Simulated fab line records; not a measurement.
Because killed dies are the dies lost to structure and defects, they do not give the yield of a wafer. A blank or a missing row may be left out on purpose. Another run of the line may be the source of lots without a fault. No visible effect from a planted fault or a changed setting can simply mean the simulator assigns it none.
Split-lot experiment + flow n5-finfet + on a route of 1938 steps: 7 lots, 21 wafers read

## THE SPLIT ITSELF
At N5_MOL_CONTACT_COAG_PECVD_31 (deposits SiO2 from TEOS/O2, target thk 46 nm, time 8.9 s), the setting time-s was moved away from the recipe's 8.9 s on 6 of the 21 wafers read, by -12.0% to +9.7%. For the rest of the wafers, this setting stayed at what the recipe calls for.

## FROM THE SPLIT TO THE READING: what the file shows between them, 4 steps
- N5_MOL_CONTACT_COAG_COAT_75: time 60 s, resist thk 60 nm
- N5_MOL_CONTACT_COAG_COAT_76: time 60 s, resist thk 10 nm
- N5_MOL_CONTACT_COAG_ETCHBACK_135: etches SiO2 in CHF3, target depth 25 nm, time 16.7 s
- N5_MOL_CONTACT_COAG_STRIP_118: strips in CHF3

## THE READING
etch.depth-nm (the simulator's own value, which no gauge read), in nm, at N5_MOL_CONTACT_COAG_VIA_ETCH_46 (etches SiO2 in C4F6/O2, target depth 46 nm, overetch 9.2 nm, time 40 s). The file does not state a usual value for it. Here, 15 wafers ran the recipe; their average is 45.82 nm with a standard deviation of 0.56 nm.

| wafer  | tool, chamber at the split | time-s as run, s | against the recipe | etch.depth-nm, nm | against lot-mates on the recipe |
|--------|----------------------------|------------------|--------------------|-------------------|---------------------------------|
| L074.1 | pecvd-04, 0                | 8.9              | recipe             | 45.41             | -                               |
| L074.4 | pecvd-04, 0                | 7.836            | -12.0%             | 40.54             | -5.48                           |
| L074.5 | pecvd-04, 2                | 8.9              | recipe             | 46.62             | -                               |
| L077.1 | pecvd-03, 0                | 8.9              | recipe             | 45.22             | -                               |
| L077.3 | pecvd-03, 2                | 8.9              | recipe             | 45.4              | -                               |
| L077.6 | pecvd-03, 0                | 7.911            | -11.1%             | 40.95             | -4.36                           |
| L076.1 | pecvd-04, 2                | 8.9              | recipe             | 46.54             | -                               |
| L076.2 | pecvd-04, 1                | 8.9              | recipe             | 46.49             | -                               |
| L076.3 | pecvd-04, 0                | 8.9              | recipe             | 45.76             | -                               |
| L078.2 | pecvd-04, 0                | 8.9              | recipe             | 45.05             | -                               |
| L078.3 | pecvd-04, 2                | 8.9              | recipe             | 45.77             | -                               |
| L078.6 | pecvd-04, 0                | 8.449            | -5.1%              | 43.22             | -2.19                           |
| L081.1 | pecvd-03, 1                | 9.76             | +9.7%              | 48.93             | +2.71                           |
| L081.3 | pecvd-03, 0                | 9.76             | +9.7%              | 49.61             | +3.39                           |
| L081.4 | pecvd-03, 0                | 8.9              | recipe             | 46.22             | -                               |
| L085.1 | pecvd-04, 1                | 9.483            | +6.6%              | 48.02             | +2.36                           |
| L085.4 | pecvd-04, 0                | 8.9              | recipe             | 45.4              | -                               |
| L085.5 | pecvd-04, 1                | 8.9              | recipe             | 45.93             | -                               |
| L088.1 | pecvd-01, 2                | 8.9              | recipe             | 46.45             | -                               |
| L088.2 | pecvd-01, 0                | 8.9              | recipe             | 46.11             | -                               |
| L088.3 | pecvd-01, 1                | 8.9              | recipe             | 44.87             | -                               |

FIT RESULTS
A straight line over all 21 wafers: etch.depth-nm changes by +0.405 nm for each +1% of time-s; r = +0.97; the points scatter about the line by 0.55 nm.
The same after taking each lot's own level away (the mean of its wafers on the recipe; 21 wafers): +0.382 nm for each +1%; r = +0.97; scatter 0.49 nm.
On that fit, the largest move of time-s shifts the reading by 4.6 nm.
Measured against the standard deviation above, the lots' own levels, which go from 45.310 to 46.263 nm, span 1.7 times it.
The two slopes agree, so the slope changes little with the lot-to-lot level.
Check: -4.33 nm against its lot-mates is what the line predicts for one of the wafers moved furthest among these (-12.0%) when that wafer is left out of the fit. Against them it came out at -5.48 nm.

## ADDITIONAL SPLITS CARRIED BY THESE WAFERS
These wafers also went through other splits before the reading. Each is held against what the fit with the lots' levels taken away leaves over:
| other split on the same wafers      | wafers away from the commonest value | r with etch.depth-nm (lot level and that fit taken away) |
|-------------------------------------|--------------------------------------|----------------------------------------------------------|
| N5_FIN_CUT_ETCH_21 time-s           | 3                                    | +0.16                                                    |
| N5_DUMMY_GATE_COAT_28 spin-rpm      | 6                                    | +0.28                                                    |
| N5_SD_EPI_N_ETCH_45 target-depth-a  | 8                                    | +0.24                                                    |
| N5_SDB_HM_DEP_00 time-s             | 5                                    | +0.07                                                    |
| N5_HKMG_FIN_COAT_29 spin-rpm        | 4                                    | -0.18                                                    |
| N5_HKMG_FIN_EXPOSE_09 dose-mj       | 5                                    | -0.01                                                    |
| N5_HKMG_FIN_PEB_10 peb-time-s       | 3                                    | +0.17                                                    |
| N5_HKMG_FIN_ETCH_32 bias-w          | 5                                    | +0.03                                                    |
| N5_MOL_CONTACT_COAG_ETCH_105 bias-w | 8                                    | +0.06                                                    |

## THE WHOLE CHAIN: every reading that the file lists as answering this split, in the file's order
| step                            | what it does                                                           | reading                                                                                   | change (the file's fit)               | r (the file's) |
|---------------------------------|------------------------------------------------------------------------|-------------------------------------------------------------------------------------------|---------------------------------------|----------------|
| N5_MOL_CONTACT_COAG_PECVD_31    | deposits SiO2 from TEOS/O2, target thk 46 nm, time 8.9 s               | SiO2_of_MOL_CONTACT_COAG_PECVD_31.thk-nm (the simulator's own value, which no gauge read) | +0.393 nm for each +1% of the setting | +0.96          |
| N5_MOL_CONTACT_COAG_VIA_ETCH_46 | etches SiO2 in C4F6/O2, target depth 46 nm, overetch 9.2 nm, time 40 s | etch.depth-nm (the simulator's own value, which no gauge read)                            | +0.397 nm for each +1% of the setting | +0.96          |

## FILE'S OWN FIT
etch.depth-nm changes by +0.397 nm for each +1% of time-s, r = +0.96.
